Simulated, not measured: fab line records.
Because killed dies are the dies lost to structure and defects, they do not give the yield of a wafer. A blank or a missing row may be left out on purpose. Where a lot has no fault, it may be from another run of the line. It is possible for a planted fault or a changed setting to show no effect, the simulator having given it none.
fab line records	flow nand_harc
record lots=15	wafers=45	last_day=24
route steps=1159 shown A_CONTACT@855
lots with no fault: from the same line, run without faults
start_h: hours from the record's first day to the start of the lot's first wafer shown	wait_h: hours from the lot's prior step to this one	" repeats the value in the row above	L1.1+2: a single row standing in for several wafers	- no value present, or no start provided	* or withheld: withheld	< > ~ a bound
route shown NAME@n: NAME is a module with steps in the file, n the number in the route of the first one	usual: mean and standard deviation over wafers with no fault	same: alike in all rows	chamber/n: place in a boat	sites: the reading at each site	_std_site: the standard deviation of these	_edge_site: mean of outer sites minus mean of inner sites	radius_mm: for every site, how far away it sits from the centre of the wafer	mask NAME#n: copy n	behind: the last tool/chamber to shape the wafer	hold: the reason the lot was held/the length of the hold in hours/how it ended	device: which transistor (n, p or np) failed to switch	end of line: the same wafers' tests at the end of the route	a step given without rows: its recipe and nothing more	killed: the dies lost at the first sort to structure and to defects; this is not the yield of the wafer	map: a wafer's dies, marking killed ones x, the rest . and places with no die _
set.NAME: setting as actually run; set.NAME@STEP: the setting as run at that earlier step	model.NAME: the simulator's own value behind a step, which no gauge read
the route's steps for a sample of lots (tables are steps, rows are wafers)
services: when a tool's chamber went out of use (start_h, in hours from the record's first day, below 0 if earlier), for how many hours, and the reason
## steps
# step NHARC_A_CONTACT_OVL_MEAS_43
# usual overlay_x_nm=0.1/0.83	overlay_y_nm=0.2/0.9
lot.wafer	tool	chamber	start_h	wait_h	overlay_x_nm	overlay_y_nm
L806.1	overlay-02	-	374.90	-	0.3	0.6
L806.3	"	-	"	"	0.3	0.8
L806.4	"	-	"	"	0.5	1.0
L807.1	overlay-02	-	379.47	-	-0.2	0.0
L807.3	"	-	"	"	-0.1	0.0
L807.4	"	-	"	"	-0.4	-0.1
L804.1	overlay-02	-	380.05	-	0.1	0.0
L804.2	"	-	"	"	-0.2	0.7
L804.6	"	-	"	"	-0.2	0.7
L803.1	overlay-02	-	381.97	-	0.9	0.4
L803.3	"	-	"	"	0.4	0.0
L803.4	"	-	"	"	0.7	0.4
L802.1	overlay-02	-	386.06	-	-1.6	0.9
L802.2	"	-	"	"	-1.7	0.7
L802.5	"	-	"	"	-1.5	0.7
L805.2	overlay-01	-	386.10	-	-0.6	-0.8
L805.3	"	-	"	"	-0.6	-0.5
L805.4	"	-	"	"	-0.6	-0.8
L808.3	overlay-02	-	401.09	-	0.0	0.3
L808.4	"	-	"	"	0.2	-0.3
L808.6	"	-	"	"	0.5	-0.3
L810.1	overlay-01	-	418.74	-	0.1	0.3
L810.2	"	-	"	"	-0.2	0.4
L810.5	"	-	"	"	0.5	0.7
L812.1	overlay-02	-	424.25	-	-1.0	0.8
L812.3	"	-	"	"	-1.6	0.4
L812.4	"	-	"	"	-0.9	0.2
L817.2	overlay-02	-	434.65	-	0.9	-1.6
L817.4	"	-	"	"	1.4	-1.7
L817.6	"	-	"	"	1.2	-1.1
L814.1	overlay-01	-	450.21	-	-0.5	1.0
L814.3	"	-	"	"	0.0	1.4
L814.6	"	-	"	"	0.4	1.6
L819.1	overlay-01	-	467.66	-	0.4	-0.3
L819.3	"	-	"	"	0.2	-0.6
L819.4	"	-	"	"	-0.2	-0.8
L821.3	overlay-01	-	478.56	-	0.8	-1.5
L821.4	"	-	"	"	0.5	-2.1
L821.6	"	-	"	"	0.5	-2.5
L825.2	overlay-02	-	497.16	-	-0.6	1.0
L825.4	"	-	"	"	-0.5	1.1
L825.6	"	-	"	"	-0.5	0.8
L823.1	overlay-01	-	497.75	-	-0.5	0.3
L823.4	"	-	"	"	-0.6	0.9
L823.6	"	-	"	"	-0.3	0.7
# step NHARC_A_CONTACT_ETCH_48
# recipe target_depth_a=390	over_etch_frac=0.3	time_s=65	ion_energy_ev=80	cf4_flow_sccm=150	ar_flow_sccm=0	rf_w=300	bias_w=100	chemistry=CF4
# usual cf4_flow_sccm=150.0/0.43	chamber_pressure_mTorr=50.00/0.05	drypump_motor_current_A=5.91/0.25	oes_product_au=1.001/0.009	rf_vpp_V=151.0/1.4	run_length_s=86.6/0.49	showerhead_plenum_p_Torr=1.75/0.082	throttle_valve_pct=13.283/0.0095
# same over_etch_frac=0.3
lot.wafer	tool	chamber	start_h	wait_h	cf4_flow_sccm	chamber_pressure_mTorr	drypump_motor_current_A	oes_product_au	rf_hours_counter_h	rf_vpp_V	run_length_s	showerhead_plenum_p_Torr	throttle_valve_pct
L806.3	rie_diel-03	0	375.12	0.1	149.3	49.97	5.84	0.997	59	150.5	86.1	1.75	13.274
L806.1	"	2	"	"	150.0	49.97	6.28	1.010	60	150.1	86.7	1.64	13.260
L806.4	"	0	"	"	149.7	50.02	5.84	0.996	-	150.6	86.3	1.75	13.285
L807.4	rie_diel-07	0	379.65	0.1	150.8	49.95	5.94	1.013	26	151.1	87.2	1.79	13.281
L807.3	"	1	"	"	150.2	49.96	5.65	0.991	26	153.5	86.6	1.88	13.285
L807.1	"	2	"	"	149.6	49.97	5.94	0.994	26	148.9	86.6	1.69	13.276
L804.2	rie_diel-03	2	380.25	0.1	148.7	50.01	6.31	1.015	63	149.3	87.0	1.64	13.269
L804.1	"	0	"	"	150.0	49.92	5.86	1.006	62	151.3	85.8	1.75	13.310
L804.6	"	3	"	"	150.0	50.08	6.14	1.009	-	151.2	86.7	1.75	13.277
L803.1	rie_diel-03	0	382.17	0.1	150.5	49.92	5.84	0.992	62	150.9	85.9	1.74	13.279
L803.3	"	3	"	"	150.4	49.75	6.16	1.016	65	152.0	87.4	1.75	13.281
L803.4	"	0	"	"	150.3	50.04	5.86	1.019	-	151.5	86.1	1.74	13.292
L802.1	rie_diel-07	0	386.27	0.1	150.0	50.02	5.96	0.999	28	151.7	87.0	1.79	13.280
L802.2	"	1	"	"	150.7	50.08	5.67	0.997	28	151.8	86.6	1.88	13.298
L802.5	"	3	"	"	149.7	50.00	5.72	0.997	-	150.0	87.1	1.69	13.282
L805.3	rie_diel-07	3	386.29	0.1	149.9	50.01	5.70	1.002	27	148.6	86.4	1.69	13.307
L805.4	"	0	"	"	149.8	50.02	5.95	1.004	28	152.9	87.7	1.79	13.282
L805.2	"	2	"	"	149.9	49.99	5.92	0.991	28	148.2	86.4	1.68	13.284
L808.3	rie_diel-07	0	401.29	0.1	150.1	49.97	5.93	1.004	33	152.6	87.4	1.79	13.291
L808.4	"	1	"	"	149.4	49.93	5.67	0.996	33	152.5	86.9	1.88	13.295
L808.6	"	1	"	"	149.5	49.98	5.68	1.004	-	152.1	86.7	1.88	13.289
L810.1	rie_diel-07	3	418.93	0.1	150.2	50.06	5.71	0.982	0	148.4	86.6	1.68	13.281
L810.2	"	0	"	"	149.5	50.08	5.95	0.994	0	152.4	87.0	1.79	13.267
L810.5	"	0	"	"	149.5	50.00	5.95	0.997	-	153.4	87.1	1.79	13.270
L812.4	rie_diel-07	1	424.43	0.1	149.2	49.98	5.66	1.005	2	153.2	86.7	1.88	13.302
L812.3	"	2	"	"	150.6	50.05	5.90	1.023	2	148.6	66.6	1.68	13.285
L812.1	"	3	"	"	149.9	50.03	5.74	1.000	1	150.0	86.2	1.68	13.292
L817.4	rie_diel-07	0	434.83	0.1	150.7	49.95	5.97	1.006	4	150.2	87.1	1.79	13.286
L817.2	"	1	"	"	149.8	50.00	5.66	0.994	4	153.7	86.5	1.88	13.286
L817.6	"	0	"	"	150.5	49.94	5.98	0.996	-	151.7	67.8	1.79	13.297
L814.3	rie_diel-07	3	450.71	0.4	150.2	49.98	5.70	0.997	7	150.5	66.4	1.68	13.298
L814.1	"	2	"	"	149.9	49.98	5.92	1.015	8	149.9	87.0	1.68	13.287
L814.6	"	0	"	"	150.0	49.89	5.92	1.016	-	152.1	67.7	1.79	13.275
L819.3	rie_diel-01	0	467.92	0.1	149.6	50.01	6.09	0.996	53	151.0	85.9	1.80	13.263
L819.1	"	1	"	"	150.4	50.01	5.83	1.010	55	150.7	86.6	1.70	13.273
L819.4	"	2	"	"	150.9	49.94	6.20	0.987	51	149.9	86.2	1.68	13.294
L821.3	rie_diel-01	1	478.74	0.1	149.7	49.94	5.86	1.007	62	150.1	86.9	1.70	13.272
L821.4	"	0	"	"	149.8	50.07	6.05	0.981	59	153.4	85.4	1.79	13.288
L821.6	"	2	"	"	150.5	49.96	6.17	0.989	-	149.7	86.3	1.68	13.274
L825.2	rie_diel-03	1	497.34	0.1	149.6	49.98	6.07	0.998	33	153.5	86.3	1.90	13.286
L825.4	"	2	"	"	150.6	50.00	6.25	0.998	30	152.9	87.1	1.90	13.290
L825.6	"	1	"	"	150.1	49.98	6.06	0.986	-	152.3	86.1	1.90	13.307
L823.4	rie_diel-03	2	498.35	0.5	149.9	49.97	6.26	1.010	30	152.7	87.2	1.90	13.279
L823.1	"	1	"	"	150.5	49.96	6.06	1.007	33	151.5	86.5	1.90	13.281
L823.6	"	2	"	"	150.8	50.03	6.26	1.007	-	153.2	87.2	1.90	13.286
# step NHARC_A_CONTACT_ETCH_111
# recipe source_w=withheld	pressure_mtorr=20	bias_v=withheld	time_s=140	target_depth_a=7000	ar_flow_sccm=withheld	c4f8_flow_sccm=withheld	o2_flow_sccm=withheld	chemistry=C4F8/O2/Ar
# usual chamber_pressure_mTorr=20.003/0.019	run_length_s=141.6/0.55
lot.wafer	tool	chamber	start_h	wait_h	chamber_pressure_mTorr	rf_hours_counter_h	run_length_s
L806.1	har_cap_etch-01	1	376.75	-	19.991	54	141.5
L806.3	"	1	"	"	19.957	-	141.8
L806.4	"	0	"	"	20.010	-	141.9
L807.1	har_cap_etch-01	1	380.86	-	19.989	55	141.6
L807.3	"	0	"	"	19.995	-	142.4
L807.4	"	1	"	"	19.988	-	141.6
L804.2	har_cap_etch-03	1	381.65	-	19.995	81	141.6
L804.1	"	0	"	"	20.030	81	140.7
L804.6	"	1	"	"	20.012	-	142.0
L803.1	har_cap_etch-01	1	383.61	-	20.016	56	141.5
L803.4	"	0	"	"	20.024	-	141.7
L803.3	"	1	"	"	20.010	-	141.5
L802.1	har_cap_etch-03	0	387.49	-	19.986	83	140.8
L802.2	"	1	"	"	19.995	83	141.4
L802.5	"	1	"	"	19.986	-	141.8
L805.2	har_cap_etch-01	0	388.00	-	19.985	57	141.8
L805.4	"	1	"	"	19.996	-	142.1
L805.3	"	0	"	"	20.029	-	142.1
L808.4	har_cap_etch-01	1	402.71	-	20.020	-	141.6
L808.3	"	0	"	"	20.009	-	142.4
L808.6	"	1	"	"	19.997	-	142.3
L810.2	har_cap_etch-01	1	420.10	-	19.978	64	141.6
L810.1	"	0	"	"	20.013	64	142.0
L810.5	"	1	"	"	20.006	-	141.6
L812.1	har_cap_etch-02	0	425.61	-	20.013	18	142.2
L812.3	"	0	"	"	20.016	-	141.9
L812.4	"	1	"	"	20.005	-	141.3
L817.2	har_cap_etch-02	0	436.04	-	19.980	20	141.8
L817.4	"	1	"	"	20.007	-	140.7
L817.6	"	1	"	"	20.032	-	140.7
L814.1	har_cap_etch-01	0	452.42	-	19.998	71	142.5
L814.3	"	1	"	"	19.995	-	142.2
L814.6	"	0	"	"	19.994	-	142.1
L819.1	har_cap_etch-01	1	469.28	-	19.973	73	141.9
L819.3	"	0	"	"	20.000	-	141.9
L819.4	"	1	"	"	19.995	-	142.0
L821.4	har_cap_etch-03	1	480.09	-	20.007	-	141.3
L821.3	"	0	"	"	20.020	-	140.9
L821.6	"	1	"	"	20.001	-	141.1
L825.2	har_cap_etch-01	0	498.64	-	20.016	79	142.4
L825.4	"	0	"	"	19.981	-	141.9
L825.6	"	0	"	"	19.981	-	142.3
L823.1	har_cap_etch-03	0	499.62	-	19.955	105	140.6
L823.4	"	1	"	"	19.994	-	141.9
L823.6	"	0	"	"	20.043	-	141.2
# step NHARC_A_CONTACT_ETCH_117
# recipe source_w=withheld	pressure_mtorr=20	bias_v=3000	time_s=94	target_depth_a=9220	ar_flow_sccm=withheld	c4f8_flow_sccm=withheld	o2_flow_sccm=withheld	chemistry=C4F8/O2/Ar
# usual chamber_pressure_mTorr=20.000/0.019	run_length_s=94/0
lot.wafer	tool	chamber	start_h	wait_h	chamber_pressure_mTorr	rf_hours_counter_h	run_length_s
L806.1	har_cap_etch-01	1	377.41	0.1	19.996	54	94
L806.3	"	1	"	"	20.004	-	94
L806.4	"	0	"	"	19.966	-	94
L807.1	har_cap_etch-01	1	381.50	0.1	20.000	55	94
L807.3	"	0	"	"	20.011	-	94
L807.4	"	1	"	"	20.021	-	94
L804.2	har_cap_etch-03	1	382.30	0.1	19.980	82	94
L804.1	"	0	"	"	19.998	82	94
L804.6	"	1	"	"	19.989	-	94
L803.1	har_cap_etch-01	1	384.24	0.1	19.998	57	94
L803.4	"	0	"	"	20.023	-	94
L803.3	"	1	"	"	20.008	-	94
L802.1	har_cap_etch-03	0	388.14	0.1	20.003	83	94
L802.2	"	1	"	"	19.977	83	94
L802.5	"	1	"	"	19.989	-	94
L805.2	har_cap_etch-01	0	388.63	0.1	20.001	58	94
L805.4	"	1	"	"	20.009	-	94
L805.3	"	0	"	"	19.994	-	94
L808.4	har_cap_etch-01	1	403.33	0.1	19.973	-	94
L808.3	"	0	"	"	19.981	-	94
L808.6	"	1	"	"	20.012	-	94
L810.2	har_cap_etch-01	1	420.75	0.1	19.996	65	94
L810.1	"	0	"	"	19.988	65	94
L810.5	"	1	"	"	20.015	-	94
L812.1	har_cap_etch-02	0	426.26	0.1	19.994	18	94
L812.3	"	0	"	"	19.988	-	94
L812.4	"	1	"	"	20.027	-	94
L817.2	har_cap_etch-02	0	436.68	0.1	19.995	21	94
L817.4	"	1	"	"	20.024	-	94
L817.6	"	1	"	"	20.018	-	94
L814.1	har_cap_etch-01	0	453.08	0.1	20.016	71	94
L814.3	"	1	"	"	19.989	-	94
L814.6	"	0	"	"	19.992	-	94
L819.1	har_cap_etch-01	1	469.91	0.1	20.001	74	94
L819.3	"	0	"	"	19.991	-	94
L819.4	"	1	"	"	19.981	-	94
L821.4	har_cap_etch-03	1	480.71	0.1	20.008	-	94
L821.3	"	0	"	"	19.980	-	94
L821.6	"	1	"	"	20.015	-	94
L825.2	har_cap_etch-01	0	499.28	0.1	20.037	79	94
L825.4	"	0	"	"	20.044	-	94
L825.6	"	0	"	"	20.019	-	94
L823.1	har_cap_etch-03	0	500.26	0.1	20.009	106	94
L823.4	"	1	"	"	20.036	-	94
L823.6	"	0	"	"	20.000	-	94
## services
tool	chamber	start_h	hours	kind
rie_diel-07	0	360.07	-	clean
rie_diel-07	1	360.07	-	clean
rie_diel-07	2	360.07	-	clean
rie_diel-07	3	360.07	-	clean
rie_diel-07	0	384.57	-	clean
rie_diel-07	1	384.57	-	clean
rie_diel-07	2	384.57	-	clean
rie_diel-07	3	384.57	-	clean
rie_diel-01	1	390.82	1.7	repair
rie_diel-03	3	392.04	7.1	repair
rie_diel-03	-	392.31	9.0	pm
rie_diel-07	3	403.93	-	consumable_replace:focus_ring
rie_diel-07	3	403.93	9.0	scheduled_down
rie_diel-07	3	403.93	9.0	vent_cycle
rie_diel-07	-	405.54	9.0	pm
rie_diel-07	0	405.54	9.0	vent_cycle
rie_diel-07	1	405.54	9.0	vent_cycle
rie_diel-07	1	443.78	15.8	repair
rie_diel-07	3	455.74	8.6	repair
rie_diel-03	2	456.52	8.6	repair
rie_diel-07	0	460.08	4.2	repair
rie_diel-01	0	480.72	6.3	repair
rie_diel-01	-	491.87	9.0	pm
rie_diel-07	0	496.93	32.6	repair
## key
first_sign step=NHARC_A_CONTACT_ETCH_48	reading=run_length_s	direction=down	sigmas=40	usual=*	struck=*
effect none on later readings
met_at NHARC_A_CONTACT_ETCH_48
struck_lots L812,L814,L817
struck_wafers L812.3,L814.3,L814.6,L817.6
later_rows_left_out L812.3,L814.3,L814.6,L817.6
sort_left_out L812.3,L814.3,L814.6,L817.6
tester_left_out L812,L814,L817
not_acting_at NHARC_A_CONTACT_OVL_MEAS_43,NHARC_A_CONTACT_ETCH_111,NHARC_A_CONTACT_ETCH_117
onset_between 418.93 424.43
fault kind=process_parameter_drift	tool=rie_diel-07	chamber=-	onset_h=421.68	steps=NHARC_A_CONTACT_ETCH_48	channel=time_s	offset=*	shape=step	end_h=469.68	scope=struck_wafers_only	acts_in=*	stated=*
# tester_left_out: of these lots the tester's yield and bins aren't shown, on N5 and GAA mostly nor the transistor test; their killed dies are dies lost to structure and defects alone, not to doping, threshold or leakage, so they don't give the yield
# sort_left_out: the simulated sort isn't trusted on such a fault, so these wafers' sort isn't shown, and their yield isn't known
# later_rows_left_out: the simulator's readings of these wafers behind a module that went badly wrong aren't trusted and aren't shown, but for the sort
